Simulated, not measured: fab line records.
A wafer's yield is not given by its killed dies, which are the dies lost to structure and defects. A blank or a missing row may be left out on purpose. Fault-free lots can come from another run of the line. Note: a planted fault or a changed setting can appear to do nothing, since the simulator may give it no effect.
Lot-split experiment | flow n5-finfet | 7 lots, 21 wafers read, on a route of 1938 steps

== ABOUT THE SPLIT ==
At N5_BEOL_M2_ETCH_69 (etches SiARC in CF4, target depth 15.6 nm, time 26 s), the setting bias-w was moved away from the recipe's 36 W on 11 of the 21 wafers read, by -15.3% to +11.4%. All remaining wafers had this setting at the recipe value.

Reading taken at the split's own step.

== THE READING ==
rf-vpp-V, in V, at N5_BEOL_M2_ETCH_69 (etches SiARC in CF4, target depth 15.6 nm, time 26 s). Typical for fault-free wafers on this fab line: 184.3 V, with standard deviation 1 V.

wafer  | tool, chamber at the split | bias-w as run, W | against the recipe | rf-vpp-V, V | against lot-mates on the recipe
L078.1 | rie-diel-03, 0             | 36               | recipe             | 185.5       | -
L078.2 | rie-diel-03, 2             | 36               | recipe             | 183.9       | -
L078.6 | rie-diel-03, 2             | 36               | recipe             | 184.5       | -
L079.1 | rie-diel-03, 2             | 40.11            | +11.4%             | 197.1       | no lot-mate on the recipe
L079.3 | rie-diel-03, 3             | 40.11            | +11.4%             | 197.5       | no lot-mate on the recipe
L079.5 | rie-diel-03, 3             | 40.11            | +11.4%             | 194.7       | no lot-mate on the recipe
L080.2 | rie-diel-01, 1             | 38.43            | +6.7%              | 193.0       | +8.3
L080.3 | rie-diel-01, 2             | 36               | recipe             | 184.7       | -
L080.4 | rie-diel-01, 0             | 38.43            | +6.7%              | 193.1       | +8.4
L082.2 | rie-diel-03, 0             | 31.5             | -12.5%             | 170.1       | -13.5
L082.5 | rie-diel-03, 1             | 31.5             | -12.5%             | 169.0       | -14.6
L082.6 | rie-diel-03, 2             | 36               | recipe             | 183.6       | -
L084.4 | rie-diel-03, 3             | 36               | recipe             | 185.1       | -
L084.5 | rie-diel-03, 2             | 30.49            | -15.3%             | 164.8       | -20.3
L084.6 | rie-diel-03, 1             | 30.49            | -15.3%             | 165.0       | -20.1
L093.1 | rie-diel-01, 1             | 36               | recipe             | 185.6       | -
L093.3 | rie-diel-01, 0             | 33.24            | -7.7%              | 175.9       | -9.7
L093.4 | rie-diel-01, 3             | 33.24            | -7.7%              | 175.4       | -10.2
L097.1 | rie-diel-03, 1             | 36               | recipe             | 183.3       | -
L097.3 | rie-diel-03, 0             | 36               | recipe             | 184.2       | -
L097.6 | rie-diel-03, 1             | 36               | recipe             | 184.5       | -

THE FIT
A straight line over all 21 wafers: rf-vpp-V changes by +1.18 V for each +1% of bias-w; r = +0.99; the points scatter about the line by 1.1 V.
The same after taking each lot's own level away (the mean of its wafers on the recipe; 18 wafers): +1.25 V for each +1%; r = +1.00; scatter 0.8 V.
On that fit, the largest move of bias-w shifts the reading by 19 V.
Measured against the standard deviation above, the lots' own levels, which go from 183.60 to 185.60 V, span 2.0 times it.
Consequently the slope shifts little with the lot-to-lot level, the two slopes agreeing.
Check: for one of the wafers moved furthest among these (-15.3%), held out of the fit, the line's prediction against its lot-mates is -18.7 V. It came out at -20.3 V against them.
Tool readings at the split's step, against how far the setting was moved: rf-vpp-V r = +0.99.

== OTHER SPLITS ON THESE WAFERS ==
Other splits were also applied to these wafers ahead of the reading. Each is held against what the fit with the lots' levels taken away leaves over:
other split on the same wafers    | wafers away from the commonest value | r with rf-vpp-V (lot level and that fit taken away)
N5_BEOL_M0_SAQP_EXPOSE_37 dose-mj | 4                                    | -0.31
N5_BEOL_M1_PECVD_72 temp-c        | 7                                    | +0.62
N5_BEOL_M1_COAT_05 spin-rpm       | 8                                    | +0.07

== FILE'S OWN FIT ==
rf-vpp-V changes by +1.25 V for each +1% of bias-w, r = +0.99.
